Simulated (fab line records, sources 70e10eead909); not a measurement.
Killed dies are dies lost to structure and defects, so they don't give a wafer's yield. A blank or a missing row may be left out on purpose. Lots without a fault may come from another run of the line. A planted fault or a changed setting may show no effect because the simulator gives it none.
Which tool did it? | flow nand_harc | 6 lots, 18 wafers sampled, at 5 steps of a route of 1302

WHAT THE GAUGES READ, wafer by wafer
NHARC_END_SORT_01.
lot | measured | on | killed_at_array

WHICH TOOL RAN EACH LOT (tool, then ch and the chambers of the sampled wafers, then the start)
lot  | NHARC_A_STAIRCASE_ETCH_294                    | NHARC_A_STAIRCASE_HM_OPEN_463                 | NHARC_A_STAIRCASE_ALD_415        | NHARC_A_STAIRCASE_DEP_417
L943 | rie_diel-08 ch 0,3, day 17 21:05 or earlier   | rie_diel-02 ch 0,2,3, day 17 21:05 or earlier | ald_hk-03 ch 2,3, day 17 21:05   | pecvd-04 ch 1,2, day 17 23:30
L947 | rie_diel-08 ch 0,1,3, day 19 00:14 or earlier | rie_diel-08 ch 2,3, day 19 00:14 or earlier   | ald_hk-03 ch 1,2,3, day 19 00:14 | pecvd-02 ch 0,2, day 19 02:17
L951 | rie_diel-08 ch 0,1, day 20 20:29 or earlier   | rie_diel-02 ch 1,2,3, day 20 20:29 or earlier | ald_hk-04 ch 2,3, day 20 20:29   | pecvd-02 ch 0,2, day 20 22:52
L954 | rie_diel-02 ch 0,1,3, day 22 04:26 or earlier | rie_diel-08 ch 1,2, day 22 04:26 or earlier   | ald_hk-04 ch 0,1,3, day 22 04:26 | pecvd-02 ch 0,1,2, day 22 06:09
L960 | rie_diel-08 ch 0,2,3, day 25 05:46 or earlier | rie_diel-08 ch 0,2,3, day 25 05:46 or earlier | ald_hk-04 ch 0,1,2, day 25 05:46 | pecvd-03 ch 0,1, day 25 07:47
L961 | rie_diel-09 ch 0,2, day 25 08:13 or earlier   | rie_diel-08 ch 0,1,3, day 25 08:13 or earlier | ald_hk-04 ch 0,1, day 25 08:13   | pecvd-03 ch 0,2, day 25 10:29
- NHARC_A_STAIRCASE_ETCH_294: etches the open film in C4F8/O2/Ar, target depth 4989 nm, time 1211.6 s.
- NHARC_A_STAIRCASE_HM_OPEN_463: chemistry O2/COS.
- NHARC_A_STAIRCASE_ALD_415: deposits SiO2, target thk 30 nm, pulse time 6 s, ald cycles 300.
- NHARC_A_STAIRCASE_DEP_417: deposits Si3N4, target thk 60 nm.

THE ANSWER, worked out from the rows above alone
Rule: what is usual is taken from the lots themselves. Put in order of their means at a reading, lots are off if they are a third of the lots or fewer, leave a main group of 4 or more, and stand apart from it by a gap of 3 or more times the standard deviation of the main group's means; of several such gaps the widest counts. A main group whose means are all the same, to the digits that the tables above print for the reading, isn't used. A lot without any number at a reading at which 4 lots or more have one is off too. The other lots that the step has rows for count as sound.
No lot is off at any reading shown: from this, nothing can be told.

WHAT THE SIMULATOR HAD PUT IN
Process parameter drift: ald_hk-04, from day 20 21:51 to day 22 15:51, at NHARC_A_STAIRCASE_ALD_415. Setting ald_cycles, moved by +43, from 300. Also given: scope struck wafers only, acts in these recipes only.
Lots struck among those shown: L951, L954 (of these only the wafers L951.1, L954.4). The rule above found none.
